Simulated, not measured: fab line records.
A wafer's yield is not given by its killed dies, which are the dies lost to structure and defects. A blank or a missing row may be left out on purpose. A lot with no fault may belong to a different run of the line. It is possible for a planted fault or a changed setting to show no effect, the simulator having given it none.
Chamber matching + flow nandHarc + NHARC_P_GATE_ETCH_104 on rieDiel-02 has 4 sister chambers
The step etches the open film in CF4/CHF3, target depth 60 nm. 8 wafers are shown with their chamber, then 8 later ones without.

== EACH WAFER AND ITS CHAMBER ==
| wafer  | chamber | drypumpMotorCurrentA (A) | showerheadPlenumPTorr (Torr) |
|--------|---------|--------------------------|------------------------------|
| L074.1 | 1       | 6.2                      | 1.58                         |
| L078.1 | 2       | 5.8                      | 1.60                         |
| L082.1 | 1       | 6.2                      | 1.57                         |
| L082.4 | 0       | 6.0                      | 1.52                         |
| L083.1 | 2       | 5.7                      | 1.60                         |
| L083.2 | 0       | 6.0                      | 1.52                         |
| L083.4 | 3       | 5.3                      | 1.56                         |
| L089.1 | 3       | 5.3                      | 1.56                         |

== WAFERS WITH NO CHAMBER GIVEN ==
| wafer  | drypumpMotorCurrentA (A) | showerheadPlenumPTorr (Torr) |
|--------|--------------------------|------------------------------|
| L089.2 | 5.8                      | 1.60                         |
| L089.6 | 6.0                      | 1.52                         |
| L092.1 | 6.0                      | 1.52                         |
| L092.2 | 5.8                      | 1.60                         |
| L092.3 | 5.3                      | 1.56                         |
| L096.1 | 6.0                      | 1.52                         |
| L096.2 | 6.2                      | 1.57                         |
| L096.3 | 5.2                      | 1.55                         |

== CHAMBER TAKEN BY EACH ==
| wafer  | from the rows above | in truth |
|--------|---------------------|----------|
| L089.2 | 2                   | 2        |
| L089.6 | 0                   | 0        |
| L092.1 | 0                   | 0        |
| L092.2 | 2                   | 2        |
| L092.3 | 3                   | 3        |
| L096.1 | 0                   | 0        |
| L096.2 | 1                   | 1        |
| L096.3 | 3                   | 3        |
Placed correctly: 8 of 8. Can't be placed from these rows: 0. Wrongly placed: 0.
How it was worked out, from the rows above alone: a wafer's distance from a chamber is the root of the sum, over the readings, of the square of ((its reading less the chamber's mean) divided by the reading's scatter). The wafer belongs to the nearest chamber; if the next one is less than 2 further off, it can't be placed. The mean given for a chamber averages the wafers shown for that chamber. The scatter is the square root of a quotient: the sum, over the shown wafers, of each reading's squared deviation from its chamber's mean, divided by wafers minus chambers.
